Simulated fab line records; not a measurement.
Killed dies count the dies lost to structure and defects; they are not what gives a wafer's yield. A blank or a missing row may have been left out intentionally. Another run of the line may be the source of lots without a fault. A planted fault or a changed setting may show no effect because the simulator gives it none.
A lot that was struck, set against a sound lot :: flow n5 finfet :: 30 steps out of a route of 1938
Sound: these wafers, L875.2, L875.3, L875.6. Struck: wafers L872.1, L872.3 (left out: L872.6, a lot-mate that was not struck); the cause follows at the end.
Each step with rows lists, per side, the tool, then ch with its chambers, then its first start. Under that, the readings that differ: sound wafers :: struck wafers :: difference of the means :: sigmas: that difference in standard deviations of wafers without a fault.
alike: same words and numbers on both sides, and readings whose means sit less than 2 such deviations apart. not compared: any withheld reading, any reading some wafer has no value for, any bound like >300 that may hide the same value, and any number with overlapping values for which the record gives no deviation.
Wherever a step has rows on one side only, a row that says differs or no value, or a row with sigmas, the two part there. When numbers do not overlap yet have no deviation, they are printed without sigmas and do not part them. A reading missing from all wafers of one side parts the sides only when that side holds two or more wafers.

first, 11 steps without rows for these wafers: N5_BEOL_M3_ANNEAL_91 (time 240 s); N5_BEOL_M3_SPUTTER_92 (material Cu, target thk 4.5 nm, time 8.29 s); N5_BEOL_M3_ANNEAL_93 (time 240 s); N5_BEOL_M3_SPUTTER_94 (material Cu, target thk 4.5 nm, time 8.29 s); N5_BEOL_M3_ANNEAL_95 (time 240 s); N5_BEOL_M3_SPUTTER_96 (material Cu, target thk 4.5 nm, time 8.29 s); N5_BEOL_M3_ECD_50 (material Cu, target thk 300 nm); N5_BEOL_M3_ANNEAL_51 (time 90 s); N5_BEOL_M3_CMP_52 (polishes, stops on SiOC, t overpolish 6.8 s, target thk 40 nm); N5_BEOL_M3_PRE_CLEAN_60 (time 15 s); N5_BEOL_M3_CO_CAP_55 (material Co, precursor CCTBA/H2, target thk 2 nm, time 102.1 s).
N5_BEOL_M3_PRE_CLEAN_56: time 15 s.
  sound on pecvd-02 ch 0,1,2, day 10 19:49; struck on pecvd-03 ch 0,1, day 9 23:55
then, 1 step without rows for these wafers: N5_BEOL_M3_DEP_57 (deposits SiCN from 3MS/NH3, target thk 8 nm, time 14 s).
N5_BEOL_M3_INSPECT_59: inspects for defects (darkfield).
  struck on defect inspect-02, day 10 00:04; sound on defect inspect-02, day 10 19:55
reading: raw defect count
sound: 58 46 63
struck: 833 942
difference: +832
sigmas: +35
then, 12 steps without rows for these wafers: N5_BEOL_M4_ILD_DEP_00 (deposits SiOC from DEMS/O2, target thk 79 nm, time 15.3 s); N5_BEOL_M4_PECVD_72 (deposits SiO2 from TEOS/O2, target thk 16 nm, time 18 s); N5_BEOL_M4_HM_DEP_02 (deposits TiN, target thk 20 nm); N5_BEOL_M4_COAT_61 (time 60 s, resist thk 60 nm); N5_BEOL_M4_COAT_62 (time 60 s, resist thk 12 nm); N5_BEOL_M4_COAT_73 (time 60 s, resist thk 5 nm); N5_BEOL_M4_COAT_05 (resist thk 30 nm); N5_BEOL_M4_EBR_07; N5_BEOL_M4_SOFTBAKE_06 (time 60 s); N5_BEOL_M4_EXPOSE_08 (exposes mask M4); N5_BEOL_M4_PEB_09 (peb time 60 s); N5_BEOL_M4_DEVELOP_10 (develop time 30 s).
N5_BEOL_M4_INSPECT_13: inspects for defects (brightfield).
  struck on defect inspect-02, day 10 02:18; sound on defect inspect-02, day 10 22:14
reading: raw defect count
sound: 347 370 345
struck: 1076 1206
difference: +787
sigmas: +9
then, 1 step without rows for these wafers: N5_BEOL_M4_DESCUM_16 (chemistry O2, time 7 s).
N5_BEOL_M4_RC_MEAS_101:
  sound on prober-01 ch 0, day 11 18:04; struck on prober-01 ch 0, day 10 12:46
  alike: DIBL_N, DIBL_P, IOFF_N, IOFF_P, ION_N, ION_P, SS_N, SS_P, VT_N, VT_P
-- a jump in the record: the struck wafers' starts before and after are 5 days apart (it breaks off in module BEOL_M4 and resumes in module PASSIVATION, where the first step shown is number 1936 of the route) --
N5_PASSIVATION_PROBE_49:
  rows exist in the record for the struck wafers here (prober-02, day 15 05:36), but not for the sound ones

WHERE THEY PART
First at N5_BEOL_M3_INSPECT_59; last, within this record, at N5_PASSIVATION_PROBE_49.

WHY: what the simulator had put in
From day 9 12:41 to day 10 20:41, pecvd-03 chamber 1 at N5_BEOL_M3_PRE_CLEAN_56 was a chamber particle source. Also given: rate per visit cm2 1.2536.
